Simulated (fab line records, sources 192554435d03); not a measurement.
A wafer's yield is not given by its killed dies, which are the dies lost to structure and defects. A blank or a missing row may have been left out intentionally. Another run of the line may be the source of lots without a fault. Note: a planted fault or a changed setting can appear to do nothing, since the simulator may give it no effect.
fab line records ; flow n5_finfet ; part 1 of 2: steps 1 to 4 of 6
record: lots: 23; wafers: 69; last_day: 18
route steps=1938 shown BEOL_M0_SAQP@634
lots that met no fault: from a run of the same line without faults
start_h: hours from the record's first day to the start of the lot's first wafer shown ; wait_h: hours since the lot's step before ; " unchanged from the row above ; L1.1+2: one row covering several wafers at once ; - value missing, or start not given ; * or withheld: withheld ; < > ~ a bound
route shown NAME@n: a module of which the file shows steps, and the number in the route of the first ; usual: mean/standard deviation taken from wafers without a fault ; same: alike in all rows ; chamber/n: place in a boat ; sites: per-site readings ; _std_site: their standard deviation ; _edge_site: mean of outer sites minus mean of inner sites ; radius_mm: how far each site lies from the wafer's centre ; mask NAME#n: copy n ; behind: tool/chamber where the wafer was last shaped ; hold: cause of the lot's hold/its duration in hours/its outcome ; device: which transistor (n, p or np) failed to switch ; end of line: the route-end tests of the same wafers ; step lacking rows: just its recipe ; killed: not the wafer's yield, but the dies lost to structure and defects at the first sort ; map: the dies of a wafer, with x for killed, . for not killed, _ for no die there
set.NAME: the setting as run; set.NAME@STEP: as run at that earlier step ; model.NAME: the simulator's own value behind a step, which no gauge read
steps of the route over a sample of lots; a table a step, a row a wafer
services: from which hour (start_h, from the record's first day; less than 0 if before it) a tool's chamber was out of use, for how many hours, and why
== steps ==
step: N5_BEOL_M0_SAQP_HM_DEP_02
recipe: material: TiN; target_thk_a: 120; temp_c: 25; chamber_pressure_pa: 0.49996
usual: throttle_valve_pct: 29.9/1.2
lot.wafer;tool;chamber;start_h;wait_h;throttle_valve_pct
L074.2;pvd_sputter-02;-;109.60;1.1;30.9
L074.3;pvd_sputter-02;-;109.60;1.1;30.8
L074.6;pvd_sputter-02;-;109.60;1.1;29.4
L075.1;pvd_sputter-02;-;112.75;1.3;30.9
L075.3;pvd_sputter-02;-;112.75;1.3;31.3
L075.5;pvd_sputter-02;-;112.75;1.3;31.2
L076.2;pvd_sputter-03;-;120.41;3.2;31.2
L076.3;pvd_sputter-03;-;120.41;3.2;30.4
L076.5;pvd_sputter-03;-;120.41;3.2;31.0
L077.3;pvd_sputter-03;-;121.45;0.3;31.0
L077.5;pvd_sputter-03;-;121.45;0.3;31.0
L077.6;pvd_sputter-03;-;121.45;0.3;28.1
L078.2;pvd_sputter-03;-;131.75;0.4;30.9
L078.4;pvd_sputter-03;-;131.75;0.4;29.2
L078.6;pvd_sputter-03;-;131.75;0.4;28.9
L079.2;pvd_sputter-03;-;138.23;1.9;29.0
L079.3;pvd_sputter-03;-;138.23;1.9;31.0
L079.6;pvd_sputter-03;-;138.23;1.9;29.1
L081.1;pvd_sputter-03;-;148.76;0.0;30.8
L081.3;pvd_sputter-03;-;148.76;0.0;28.2
L081.6;pvd_sputter-03;-;148.76;0.0;29.1
L082.2;pvd_sputter-01;-;153.19;0.2;27.9
L082.3;pvd_sputter-01;-;153.19;0.2;30.5
L082.5;pvd_sputter-01;-;153.19;0.2;27.9
L083.3;pvd_sputter-02;-;160.51;0.6;29.5
L083.4;pvd_sputter-02;-;160.51;0.6;31.1
L083.5;pvd_sputter-02;-;160.51;0.6;28.4
L084.1;pvd_sputter-01;-;171.45;0.5;31.1
L084.2;pvd_sputter-01;-;171.45;0.5;30.3
L084.4;pvd_sputter-01;-;171.45;0.5;27.8
L085.2;pvd_sputter-02;-;176.78;1.7;31.0
L085.3;pvd_sputter-02;-;176.78;1.7;29.7
L085.5;pvd_sputter-02;-;176.78;1.7;28.3
L086.1;pvd_sputter-01;-;186.24;2.0;31.7
L086.4;pvd_sputter-01;-;186.24;2.0;30.4
L086.6;pvd_sputter-01;-;186.24;2.0;30.1
L087.1;pvd_sputter-02;-;192.96;2.1;31.1
L087.4;pvd_sputter-02;-;192.96;2.1;28.8
L087.5;pvd_sputter-02;-;192.96;2.1;28.3
L088.2;pvd_sputter-02;-;196.32;0.6;30.9
L088.5;pvd_sputter-02;-;196.32;0.6;31.3
L088.6;pvd_sputter-02;-;196.32;0.6;31.0
L089.4;pvd_sputter-02;-;204.38;0.5;28.6
L089.5;pvd_sputter-02;-;204.38;0.5;31.0
L089.6;pvd_sputter-02;-;204.38;0.5;31.1
L090.1;pvd_sputter-03;-;207.72;0.9;30.6
L090.2;pvd_sputter-03;-;207.72;0.9;28.8
L090.6;pvd_sputter-03;-;207.72;0.9;29.2
L091.1;pvd_sputter-01;-;211.28;0.4;29.7
L091.3;pvd_sputter-01;-;211.28;0.4;30.6
L091.5;pvd_sputter-01;-;211.28;0.4;30.6
L092.1;pvd_sputter-01;-;224.16;1.5;28.1
L092.2;pvd_sputter-01;-;224.16;1.5;31.6
L092.6;pvd_sputter-01;-;224.16;1.5;27.8
L093.1;pvd_sputter-01;-;225.73;0.1;29.7
L093.4;pvd_sputter-01;-;225.73;0.1;31.3
L093.5;pvd_sputter-01;-;225.73;0.1;30.3
L094.1;pvd_sputter-02;-;231.96;0.3;31.2
L094.5;pvd_sputter-02;-;231.96;0.3;29.6
L094.6;pvd_sputter-02;-;231.96;0.3;30.9
L095.1;pvd_sputter-02;-;243.90;0.9;29.6
L095.2;pvd_sputter-02;-;243.90;0.9;31.0
L095.4;pvd_sputter-02;-;243.90;0.9;31.2
L096.2;pvd_sputter-03;-;247.60;1.6;30.7
L096.3;pvd_sputter-03;-;247.60;1.6;29.1
L096.5;pvd_sputter-03;-;247.60;1.6;28.3
L097.1;pvd_sputter-01;-;253.51;0.5;31.4
L097.3;pvd_sputter-01;-;253.51;0.5;30.5
L097.5;pvd_sputter-01;-;253.51;0.5;29.7
step: N5_BEOL_M0_SAQP_PECVD_96
recipe: material: a-Si; target_thk_a: 450; temp_c: 350; precursor: SiH4/He; pressure_torr: 3; rf_w: 100; time_s: 45.2
usual: heater_power_w: 592/54; showerhead_plenum_p_Torr: 5.68/0.051; throttle_valve_pct: 18.1/1
lot.wafer;tool;chamber;start_h;wait_h;heater_power_w;showerhead_plenum_p_Torr;throttle_valve_pct
L074.2;pecvd-04;1;109.75;0.0;600;5.72;19.1
L074.3;pecvd-04;2;109.75;0.0;590;5.67;17.4
L074.6;pecvd-04;0;109.75;0.0;692;5.65;17.1
L075.1;pecvd-02;2;112.92;0.0;521;5.59;18.1
L075.3;pecvd-02;1;112.92;0.0;565;5.67;19.1
L075.5;pecvd-02;2;112.92;0.0;535;5.58;17.7
L076.2;pecvd-04;0;120.56;0.0;642;5.65;16.7
L076.3;pecvd-04;2;120.56;0.0;543;5.67;17.3
L076.5;pecvd-04;2;120.56;0.0;565;5.69;17.7
L077.3;pecvd-04;0;121.60;0.0;613;5.65;16.7
L077.5;pecvd-04;0;121.60;0.0;615;5.66;16.8
L077.6;pecvd-04;1;121.60;0.0;605;5.73;18.9
L078.2;pecvd-04;0;131.90;0.0;680;5.65;16.9
L078.4;pecvd-04;0;131.90;0.0;687;5.66;17.1
L078.6;pecvd-04;2;131.90;0.0;595;5.69;17.4
L079.2;pecvd-03;1;138.38;0.0;589;5.71;17.0
L079.3;pecvd-03;0;138.38;0.0;652;5.76;19.7
L079.6;pecvd-03;1;138.38;0.0;591;5.71;17.0
L081.1;pecvd-02;0;148.91;0.0;630;5.71;18.6
L081.3;pecvd-02;1;148.91;0.0;604;5.65;18.9
L081.6;pecvd-02;2;148.91;0.0;500;5.59;17.6
L082.2;pecvd-02;1;153.35;0.0;611;5.66;18.8
L082.3;pecvd-02;2;153.35;0.0;548;5.60;17.8
L082.5;pecvd-02;2;153.35;0.0;464;5.60;17.6
L083.3;pecvd-04;0;160.66;0.0;661;5.64;16.7
L083.4;pecvd-04;1;160.66;0.0;606;5.71;19.0
L083.5;pecvd-04;2;160.66;0.0;598;5.69;17.5
L084.1;pecvd-04;0;171.60;0.0;655;5.66;16.9
L084.2;pecvd-04;1;171.60;0.0;609;5.70;18.8
L084.4;pecvd-04;0;171.60;0.0;669;5.66;16.8
L085.2;pecvd-02;2;176.93;0.0;528;5.59;18.1
L085.3;pecvd-02;0;176.93;0.0;603;5.71;18.7
L085.5;pecvd-02;1;176.93;0.0;586;5.68;18.8
L086.1;pecvd-02;2;186.39;0.0;463;5.60;17.6
L086.4;pecvd-02;0;186.39;0.0;599;5.72;18.5
L086.6;pecvd-02;1;186.39;0.0;609;5.66;19.0
L087.1;pecvd-02;1;193.11;0.0;575;5.68;18.7
L087.4;pecvd-02;0;193.11;0.0;664;5.69;18.2
L087.5;pecvd-02;2;193.11;0.0;547;5.59;17.9
L088.2;pecvd-04;1;196.48;0.0;617;5.72;19.0
L088.5;pecvd-04;0;196.48;0.0;627;5.66;17.0
L088.6;pecvd-04;1;196.48;0.0;626;5.71;19.2
L089.4;pecvd-03;0;204.55;0.0;690;5.76;19.7
L089.5;pecvd-03;2;204.55;0.0;554;5.63;17.6
L089.6;pecvd-03;1;204.55;0.0;566;5.74;17.2
L090.1;pecvd-03;0;207.87;0.0;690;5.76;19.9
L090.2;pecvd-03;2;207.87;0.0;544;5.62;17.7
L090.6;pecvd-03;0;207.87;0.0;676;5.78;19.7
L091.1;pecvd-02;1;211.43;0.0;599;5.64;18.7
L091.3;pecvd-02;2;211.43;0.0;551;5.59;17.7
L091.5;pecvd-02;2;211.43;0.0;543;5.60;18.1
L092.1;pecvd-03;0;224.31;0.0;685;5.77;19.9
L092.2;pecvd-03;2;224.31;0.0;556;5.61;17.7
L092.6;pecvd-03;2;224.31;0.0;558;5.64;17.5
L093.1;pecvd-03;2;225.89;0.0;552;5.62;17.7
L093.4;pecvd-03;0;225.89;0.0;700;5.76;20.1
L093.5;pecvd-03;2;225.89;0.0;558;5.61;17.7
L094.1;pecvd-03;0;232.12;0.0;563;5.77;20.0
L094.5;pecvd-03;1;232.12;0.0;534;5.72;17.3
L094.6;pecvd-03;0;232.12;0.0;587;5.76;20.0
L095.1;pecvd-04;2;244.05;0.0;555;5.68;16.7
L095.2;pecvd-04;1;244.05;0.0;608;5.71;19.5
L095.4;pecvd-04;0;244.05;0.0;671;5.65;16.8
L096.2;pecvd-03;2;247.75;0.0;570;5.61;17.8
L096.3;pecvd-03;1;247.75;0.0;562;5.72;17.0
L096.5;pecvd-03;0;247.75;0.0;687;5.76;20.1
L097.1;pecvd-04;1;253.66;0.0;617;5.73;19.2
L097.3;pecvd-04;2;253.66;0.0;517;5.66;16.6
L097.5;pecvd-04;1;253.66;0.0;594;5.72;19.3
step: N5_BEOL_M0_SAQP_PECVD_04
recipe: material: a-Si; target_thk_a: 600; temp_c: 350; precursor: SiH4/He; pressure_torr: 3; rf_w: 100; time_s: 60.2
usual: heater_power_w: 578/49; showerhead_plenum_p_Torr: 5.68/0.05; throttle_valve_pct: 18.1/0.99
lot.wafer;tool;chamber;start_h;wait_h;heater_power_w;showerhead_plenum_p_Torr;throttle_valve_pct
L074.2;pecvd-04;1;109.84;0.0;591;5.72;19.5
L074.3;pecvd-04;2;109.84;0.0;534;5.67;17.5
L074.6;pecvd-04;0;109.84;0.0;587;5.66;16.7
L075.1;pecvd-02;2;113.05;0.0;502;5.59;17.5
L075.3;pecvd-02;1;113.05;0.0;517;5.67;18.8
L075.5;pecvd-02;2;113.05;0.0;527;5.60;17.5
L076.2;pecvd-04;0;120.65;0.0;614;5.64;17.0
L076.3;pecvd-04;2;120.65;0.0;569;5.67;17.4
L076.5;pecvd-04;2;120.65;0.0;562;5.68;17.3
L077.3;pecvd-04;0;121.69;0.0;637;5.66;17.1
L077.5;pecvd-04;0;121.69;0.0;660;5.65;16.7
L077.6;pecvd-04;1;121.69;0.0;559;5.72;18.8
L078.2;pecvd-04;0;131.99;0.0;699;5.66;16.7
L078.4;pecvd-04;0;131.99;0.0;691;5.65;16.8
L078.6;pecvd-04;2;131.99;0.0;567;5.67;17.6
L079.2;pecvd-03;1;138.46;0.0;524;5.73;17.0
L079.3;pecvd-03;0;138.46;0.0;645;5.78;19.4
L079.6;pecvd-03;1;138.46;0.0;538;5.72;17.1
L081.1;pecvd-02;0;149.00;0.0;643;5.68;18.5
L081.3;pecvd-02;1;149.00;0.0;600;5.67;18.5
L081.6;pecvd-02;2;149.00;0.0;465;5.60;17.9
L082.2;pecvd-02;1;153.43;0.0;630;5.67;19.1
L082.3;pecvd-02;2;153.43;0.0;554;5.60;17.7
L082.5;pecvd-02;2;153.43;0.0;520;5.59;18.2
L083.3;pecvd-04;0;160.75;0.0;687;5.65;16.9
L083.4;pecvd-04;1;160.75;0.0;541;5.71;19.2
L083.5;pecvd-04;2;160.75;0.0;614;5.67;17.4
L084.1;pecvd-04;0;171.68;0.0;568;5.66;17.0
L084.2;pecvd-04;1;171.68;0.0;591;5.72;18.8
L084.4;pecvd-04;0;171.68;0.0;593;5.65;17.0
L085.2;pecvd-02;2;177.01;0.0;544;5.60;17.9
L085.3;pecvd-02;0;177.01;0.0;610;5.71;18.3
L085.5;pecvd-02;1;177.01;0.0;570;5.66;18.8
L086.1;pecvd-02;2;186.48;0.0;532;5.58;18.0
L086.4;pecvd-02;0;186.48;0.0;620;5.70;18.8
L086.6;pecvd-02;1;186.48;0.0;564;5.67;19.0
L087.1;pecvd-02;1;193.19;0.0;561;5.66;18.7
L087.4;pecvd-02;0;193.19;0.0;665;5.72;18.6
L087.5;pecvd-02;2;193.19;0.0;561;5.60;18.0
L088.2;pecvd-04;1;196.61;0.0;536;5.70;19.1
L088.5;pecvd-04;0;196.61;0.0;604;5.65;17.1
L088.6;pecvd-04;1;196.61;0.0;555;5.72;19.1
L089.4;pecvd-03;0;204.64;0.0;610;5.76;19.7
L089.5;pecvd-03;2;204.64;0.0;544;5.63;17.6
L089.6;pecvd-03;1;204.64;0.0;560;5.73;17.2
L090.1;pecvd-03;0;207.96;0.0;692;5.75;19.9
L090.2;pecvd-03;2;207.96;0.0;494;5.62;17.5
L090.6;pecvd-03;0;207.96;0.0;576;5.75;19.9
L091.1;pecvd-02;1;211.52;0.0;558;5.68;19.0
L091.3;pecvd-02;2;211.52;0.0;554;5.58;17.8
L091.5;pecvd-02;2;211.52;0.0;542;5.59;17.9
L092.1;pecvd-03;0;224.39;0.0;664;5.76;19.7
L092.2;pecvd-03;2;224.39;0.0;545;5.63;17.8
L092.6;pecvd-03;2;224.39;0.0;543;5.60;17.6
L093.1;pecvd-03;2;225.97;0.0;541;5.63;17.7
L093.4;pecvd-03;0;225.97;0.0;620;5.76;19.9
L093.5;pecvd-03;2;225.97;0.0;556;5.61;17.6
L094.1;pecvd-03;0;232.20;0.0;666;5.76;20.2
L094.5;pecvd-03;1;232.20;0.0;583;5.73;17.3
L094.6;pecvd-03;0;232.20;0.0;641;5.76;19.8
L095.1;pecvd-04;2;244.14;0.0;520;5.67;16.7
L095.2;pecvd-04;1;244.14;0.0;602;5.72;19.0
L095.4;pecvd-04;0;244.14;0.0;588;5.65;17.0
L096.2;pecvd-03;2;247.84;0.0;492;5.63;17.9
L096.3;pecvd-03;1;247.84;0.0;571;5.73;17.0
L096.5;pecvd-03;0;247.84;0.0;663;5.76;19.8
L097.1;pecvd-04;1;253.74;0.0;560;5.71;19.2
L097.3;pecvd-04;2;253.74;0.0;513;5.67;16.6
L097.5;pecvd-04;1;253.74;0.0;559;5.71;19.2
step: N5_BEOL_M0_SAQP_MANDREL2_REMOVE_110
recipe: chemistry: HBr/Cl2/O2; bt_time_s: 10; target: a-Si; stop_on: SiCN; endpoint: OES-SiCl; over_etch_frac: 1; icp_w: 600; bias_w: 30; HBr_flow_sccm: 150; Cl2_flow_sccm: 80; O2_flow_sccm: 5; pressure_mtorr: 10
usual: bias_w: 29.99/0.091; drypump_motor_current_A: 5.9/0.3; he_backside_leak_sccm: 2.7/0.33; oes_product_au: 1.012/0.014; throttle_valve_pct: 36.7/0.34
lot.wafer;tool;chamber;start_h;wait_h;bias_w;drypump_motor_current_A;he_backside_leak_sccm;oes_product_au;rf_hours_counter_h;throttle_valve_pct
L074.2;rie_si-06;0;114.61;0.1;29.88;6.0;2.5;1.021;51;36.2
L074.3;rie_si-06;2;114.61;0.1;29.91;5.4;2.4;0.997;43;36.6
L074.6;rie_si-06;0;114.61;0.1;30.01;6.0;2.4;1.017;-;36.3
L075.1;rie_si-06;3;117.88;0.1;30.02;6.2;2.9;0.998;2;36.4
L075.3;rie_si-06;2;117.88;0.1;30.08;5.4;2.5;1.004;43;36.5
L075.5;rie_si-06;2;117.88;0.1;30.02;5.4;2.5;0.996;-;36.6
L076.2;rie_si-05;3;126.24;0.1;30.01;6.1;3.3;1.007;84;37.3
L076.3;rie_si-05;0;126.24;0.1;29.82;5.9;2.2;1.027;28;36.4
L076.5;rie_si-05;2;126.24;0.1;29.99;5.9;2.8;1.017;-;36.6
L077.3;rie_si-02;2;126.84;0.1;30.12;6.4;2.8;0.987;32;36.5
L077.5;rie_si-02;3;126.84;0.1;30.06;5.3;2.7;1.017;-;37.0
L077.6;rie_si-02;0;126.84;0.1;30.05;5.6;2.5;0.971;-;36.3
L078.2;rie_si-05;3;136.07;0.1;29.88;6.1;3.2;1.004;84;37.3
L078.4;rie_si-05;1;136.07;0.1;29.87;5.4;3.1;1.002;129;37.1
L078.6;rie_si-05;0;136.07;0.1;29.99;5.9;2.2;1.020;-;36.4
L079.2;rie_si-06;3;142.28;0.1;29.86;6.2;2.8;1.009;3;36.4
L079.3;rie_si-06;2;142.28;0.1;29.92;5.4;2.3;0.999;43;36.6
L079.6;rie_si-06;0;142.28;0.1;30.07;6.0;2.4;1.023;-;36.3
L081.1;rie_si-05;2;156.23;0.1;29.93;5.9;3.0;1.023;96;36.6
L081.3;rie_si-05;0;156.23;0.1;30.01;5.9;2.2;1.017;28;36.4
L081.6;rie_si-05;2;156.23;0.1;29.82;5.9;3.0;1.026;-;36.6
L082.2;rie_si-06;3;159.33;0.1;30.01;6.2;2.8;1.008;3;36.4
L082.3;rie_si-06;0;159.33;0.1;30.06;6.0;2.4;1.021;52;36.3
L082.5;rie_si-06;0;159.33;0.1;29.87;6.0;2.3;1.021;-;36.3
L083.3;rie_si-06;3;167.03;0.1;30.09;6.2;2.7;0.999;3;36.3
L083.4;rie_si-06;2;167.03;0.1;30.01;5.5;2.5;0.999;44;36.6
L083.5;rie_si-06;0;167.03;0.1;30.00;6.0;2.3;1.012;-;36.2
L084.1;rie_si-06;2;176.02;0.1;30.09;5.4;2.4;1.010;44;36.5
L084.2;rie_si-06;1;176.02;0.1;29.98;6.1;2.5;1.021;26;36.7
L084.4;rie_si-06;0;176.02;0.1;30.05;6.0;2.5;1.009;52;36.3
L085.2;rie_si-06;1;183.08;0.1;29.98;6.1;2.5;1.024;26;36.7
L085.3;rie_si-06;3;183.08;0.1;30.10;6.2;2.6;1.002;4;36.4
L085.5;rie_si-06;2;183.08;0.1;30.02;5.4;2.6;1.002;-;36.6
L086.1;rie_si-02;0;190.70;0.1;30.03;5.6;2.4;0.976;57;36.4
L086.4;rie_si-02;3;190.70;0.1;30.05;5.2;2.7;1.032;15;37.0
L086.6;rie_si-02;2;190.70;0.1;29.99;6.4;2.6;1.000;-;36.5
L087.1;rie_si-05;2;197.19;0.1;29.88;5.9;3.0;1.032;96;36.6
L087.4;rie_si-05;2;197.19;0.1;29.86;5.9;3.0;1.033;-;36.6
L087.5;rie_si-05;3;197.19;0.1;29.85;6.1;3.4;1.023;-;37.3
L088.2;rie_si-02;3;201.46;0.1;29.97;5.2;2.8;1.034;15;37.0
L088.5;rie_si-02;3;201.46;0.1;29.84;5.2;2.9;1.026;-;37.0
L088.6;rie_si-02;0;201.46;0.1;30.09;5.6;2.7;0.973;-;36.3
L089.4;rie_si-05;1;208.55;0.1;30.03;5.4;3.0;0.997;130;37.0
L089.5;rie_si-05;2;208.55;0.1;30.16;5.8;3.0;1.028;-;36.6
L089.6;rie_si-05;3;208.55;0.1;30.01;6.1;3.3;1.014;-;37.3
L090.1;rie_si-05;0;213.38;0.1;30.01;5.9;2.2;1.035;29;36.4
L090.2;rie_si-05;1;213.38;0.1;29.97;5.4;3.1;0.996;130;37.1
L090.6;rie_si-05;3;213.38;0.1;30.16;6.1;3.2;1.008;-;37.3
L091.1;rie_si-02;0;216.19;0.1;30.04;5.6;2.5;0.968;58;36.3
L091.3;rie_si-02;1;216.19;0.1;30.17;5.6;2.7;1.009;74;36.9
L091.5;rie_si-02;3;216.19;0.1;29.96;5.3;2.9;1.031;-;37.0
L092.1;rie_si-06;1;228.79;0.1;30.14;6.1;2.5;1.034;27;36.7
L092.2;rie_si-06;3;228.79;0.1;30.10;6.2;2.7;1.004;4;36.4
L092.6;rie_si-06;0;228.79;0.1;30.06;6.0;2.4;1.014;-;36.3
L093.1;rie_si-05;3;229.89;0.1;30.03;6.1;3.2;1.013;86;37.3
L093.4;rie_si-05;0;229.89;0.1;29.91;5.9;2.2;1.021;30;36.4
L093.5;rie_si-05;2;229.89;0.1;30.11;5.8;3.1;1.020;-;36.6
L094.1;rie_si-06;2;237.28;0.1;29.99;5.4;2.5;1.001;45;36.6
L094.5;rie_si-06;2;237.28;0.1;29.99;5.4;2.5;0.999;-;36.5
L094.6;rie_si-06;1;237.28;0.1;30.05;6.1;2.5;1.023;-;36.7
L095.1;rie_si-05;0;248.54;0.1;30.10;5.9;2.3;1.024;30;36.4
L095.2;rie_si-05;1;248.54;0.1;30.04;5.4;3.1;1.006;130;37.1
L095.4;rie_si-05;2;248.54;0.1;29.92;5.9;3.0;1.015;97;36.6
L096.2;rie_si-05;0;251.93;0.1;30.02;5.9;2.1;1.029;30;36.4
L096.3;rie_si-05;2;251.93;0.1;30.04;5.9;2.8;1.020;97;36.6
L096.5;rie_si-05;3;251.93;0.1;29.91;6.1;3.3;0.995;-;37.3
L097.1;rie_si-06;0;257.49;0.1;29.85;6.0;2.4;1.021;53;36.2
L097.3;rie_si-06;1;257.49;0.1;29.97;6.1;2.5;1.041;28;36.7
L097.5;rie_si-06;3;257.49;0.1;29.87;6.2;2.7;1.007;-;36.4
